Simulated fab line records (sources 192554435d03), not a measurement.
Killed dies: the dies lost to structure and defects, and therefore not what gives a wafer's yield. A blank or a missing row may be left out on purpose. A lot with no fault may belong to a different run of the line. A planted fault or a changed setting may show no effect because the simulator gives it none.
Matching of chambers / flow n5Finfet / N5_BEOL_M7_PECVD_70 on pecvd-03 has 3 sister chambers
The step deposits SiO2 from TEOS/O2, target thk 20 nm, time 22.7 s. 3 wafers are shown with their chamber, then 10 later ones without.

WAFERS, EACH WITH ITS CHAMBER
wafer=L084.6; chamber=0; throttleValvePct (%)=24.0
wafer=L086.2; chamber=1; throttleValvePct (%)=23.7
wafer=L086.5; chamber=2; throttleValvePct (%)=20.5

WAFERS WITH NO CHAMBER GIVEN
wafer=L086.6; throttleValvePct (%)=23.7
wafer=L089.1; throttleValvePct (%)=24.1
wafer=L089.5; throttleValvePct (%)=20.0
wafer=L089.6; throttleValvePct (%)=23.7
wafer=L090.1; throttleValvePct (%)=23.4
wafer=L090.4; throttleValvePct (%)=23.8
wafer=L090.6; throttleValvePct (%)=24.0
wafer=L096.1; throttleValvePct (%)=24.1
wafer=L096.2; throttleValvePct (%)=20.6
wafer=L096.4; throttleValvePct (%)=20.4

EACH ONE'S CHAMBER
wafer=L086.6; from the rows above=can't be placed: 1 or 0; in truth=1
wafer=L089.1; from the rows above=can't be placed: 0 or 1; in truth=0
wafer=L089.5; from the rows above=2; in truth=2
wafer=L089.6; from the rows above=can't be placed: 1 or 0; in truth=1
wafer=L090.1; from the rows above=can't be placed: 1 or 0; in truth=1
wafer=L090.4; from the rows above=can't be placed: 1 or 0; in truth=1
wafer=L090.6; from the rows above=can't be placed: 0 or 1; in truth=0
wafer=L096.1; from the rows above=can't be placed: 0 or 1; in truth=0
wafer=L096.2; from the rows above=2; in truth=2
wafer=L096.4; from the rows above=2; in truth=2
Placed correctly: 3 of 10. Unplaceable from these rows: 7, with the true chamber sitting among the candidates in 7. Placed wrongly: 0.
How it was worked out, from the rows above alone: a wafer's distance from a chamber is the root of the sum, over the readings, of the square of ((its reading less the chamber's mean) divided by the reading's scatter). The wafer belongs to the nearest chamber; if the next one is less than 2 further off, it can't be placed. A chamber's mean is the mean of its shown wafers. The scatter (one wafer shown for each chamber): square how far every hidden wafer sits from the nearest shown wafer, average those squares and take the square root.
